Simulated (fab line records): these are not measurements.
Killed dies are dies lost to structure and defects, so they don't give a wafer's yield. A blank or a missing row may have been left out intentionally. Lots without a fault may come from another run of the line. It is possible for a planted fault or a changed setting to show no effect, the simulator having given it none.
Comparing a struck lot with a sound one || flow n5_finfet || 16 steps out of a route of 1938
Sound: the wafers L598.1, L598.3, L598.4. Struck: wafer L608.6. (L608.2 of the same lot was not struck and is left out.) The cause comes at the end.
Order at every step that has rows: each side's tool, ch and its chambers, its first start. Under that, the readings that differ: sound wafers || struck wafers || difference of the means || sigmas: that difference in standard deviations of wafers without a fault.
alike: readings whose means differ by less than 2 such deviations, and words and numbers that are the same on both sides. not compared: withheld readings, readings that some wafer has no value for, bounds like >300 that may hide the same value, and numbers for which the record gives no deviation and whose values overlap.
Wherever a step has rows on one side only, a row that says differs or no value, or a row with sigmas, the two part there. Non-overlapping numbers with no deviation appear without sigmas and do not part them. A reading that every wafer of one side lacks parts them only if that side has two wafers or more.

first, 8 steps without rows for these wafers: N5_BEOL_M4_COAT_62 (time 60 s, resist thk 12 nm); N5_BEOL_M4_COAT_73 (time 60 s, resist thk 5 nm); N5_BEOL_M4_COAT_05 (resist thk 30 nm); N5_BEOL_M4_EBR_07; N5_BEOL_M4_SOFTBAKE_06 (time 60 s); N5_BEOL_M4_EXPOSE_08 (exposes mask M4); N5_BEOL_M4_PEB_09 (peb time 60 s); N5_BEOL_M4_DEVELOP_10 (develop time 30 s).
N5_BEOL_M4_CD_MEAS_11: target cd 16.79 nm.
  sound on cd_sem-03 ch 0, day 8 02:08; struck on cd_sem-02 ch 0, day 10 20:22
  alike: cd_nm
N5_BEOL_M4_OVL_MEAS_12:
  sound on overlay-01 ch 0, day 8 02:10; struck on overlay-01 ch 0, day 10 20:25
  alike: M4_OVL
N5_BEOL_M4_INSPECT_13: inspects for defects (brightfield).
  sound on defect_inspect-01, day 8 02:14; struck on defect_inspect-01, day 10 20:28
  alike: raw_defect_count
N5_BEOL_M4_DESCUM_16: chemistry O2, time 7 s.
  sound on rie_diel-06 ch 0,1,2, day 8 03:13; struck on rie_diel-05 ch 3, day 10 20:29
{"reading": "showerhead_plenum_p_Torr (Torr)", "sound": "2.17 2.08 2.09", "struck": 2.22, "difference": "+0.11", "sigmas": "+2"}
  alike: drypump_motor_current_A, oes_product_au, rf_vpp_V, throttle_valve_pct
  not compared: rf_hours_counter_h
N5_BEOL_M4_ETCH_74: etches underlayer in N2/H2, target depth 6.5 nm, time 5.2 s.
  sound on rie_diel-06 ch 0,1,2, day 8 03:14; struck on rie_diel-05 ch 3, day 10 20:32
{"reading": "etch_rf_on_time_s (s)", "sound": "5.17 5.27 5.32", "struck": 7.40, "difference": "+2.15", "sigmas": "+21"}
  alike: drypump_motor_current_A, oes_product_au, rf_vpp_V, showerhead_plenum_p_Torr, throttle_valve_pct
  not compared: rf_hours_counter_h
N5_BEOL_M4_ETCH_63: etches SiARC in CF4, target depth 15.6 nm, time 26 s.
  sound on rie_diel-06 ch 0,1,2, day 8 03:16; struck on rie_diel-05 ch 3, day 10 20:33
  alike: drypump_motor_current_A, etch_rf_on_time_s, mfc_ar_sccm, oes_product_au, rf_vpp_V, showerhead_plenum_p_Torr, throttle_valve_pct
  not compared: rf_hours_counter_h
N5_BEOL_M4_RC_MEAS_101:
  sound on prober-02 ch 0, day 8 14:29; struck on prober-01 ch 0, day 11 06:45
{"reading": "VT_P (mV)", "sound": "-258 -258 -260", "struck": -251, "difference": "+8", "sigmas": "+2"}
  alike: DIBL_N, DIBL_P, IOFF_N, IOFF_P, ION_N, ION_P, SS_N, SS_P, VT_N
N5_PASSIVATION_PROBE_49:
  the record holds rows for the sound wafers here (prober-01, day 12 20:50) but none for the struck ones

WHERE THEY PART
Last at N5_PASSIVATION_PROBE_49 as far as this record goes, first at N5_BEOL_M4_DESCUM_16.

WHY: what had been put in by the simulator
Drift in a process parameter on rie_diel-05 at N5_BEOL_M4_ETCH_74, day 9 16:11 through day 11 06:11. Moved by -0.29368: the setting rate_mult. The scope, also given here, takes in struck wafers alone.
